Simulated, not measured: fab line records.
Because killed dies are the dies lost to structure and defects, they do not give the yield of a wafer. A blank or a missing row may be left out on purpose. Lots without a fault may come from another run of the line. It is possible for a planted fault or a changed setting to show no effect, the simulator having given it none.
Chamber matching ; flow n5 finfet ; N5_MOL_CONTACT_COAG_CO_FILL_22 on cvd co-02 has 3 sister chambers
The step material Co, precursor CCTBA/H2, target thk 20 nm. 6 wafers are shown with their chamber, then 10 later ones without.

== EACH WAFER AND ITS CHAMBER ==
wafer;chamber;heater power w (W);susceptor temp C (C)
L081.5;0;199;199.92
L082.2;2;262;199.65
L082.6;2;261;199.85
L088.3;0;197;200.17
L090.2;1;278;200.07
L090.5;1;278;199.94

== WAFERS WHOSE CHAMBER IS MISSING ==
wafer;heater power w (W);susceptor temp C (C)
L090.6;258;199.79
L092.1;196;200.02
L092.4;279;200.01
L092.6;261;199.70
L095.1;267;199.82
L095.2;282;200.06
L095.4;265;200.04
L096.2;268;200.03
L096.4;273;200.11
L096.5;269;200.18

== WHICH CHAMBER EACH ONE RAN IN ==
wafer;from the rows above;in truth
L090.6;2;2
L092.1;0;0
L092.4;1;1
L092.6;2;2
L095.1;2;2
L095.2;1;1
L095.4;2;2
L096.2;2;2
L096.4;1;1
L096.5;can't be placed: 2 or 1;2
Correctly placed: 9 of 10. These rows do not allow placing 1 (true chamber among the candidates in 1). Placed wrongly: 0.
How it was worked out, from the rows above alone: a wafer's distance from a chamber is the root of the sum, over the readings, of the square of ((its reading less the chamber's mean) divided by the reading's scatter). If the next closest chamber is less than 2 further off than the closest, the wafer can't be placed; otherwise it belongs to the closest. Each chamber's mean is taken over the wafers shown for it. The scatter: take each reading less its chamber's mean, square it, sum over the shown wafers, divide by the number of wafers less the number of chambers, and take the root.
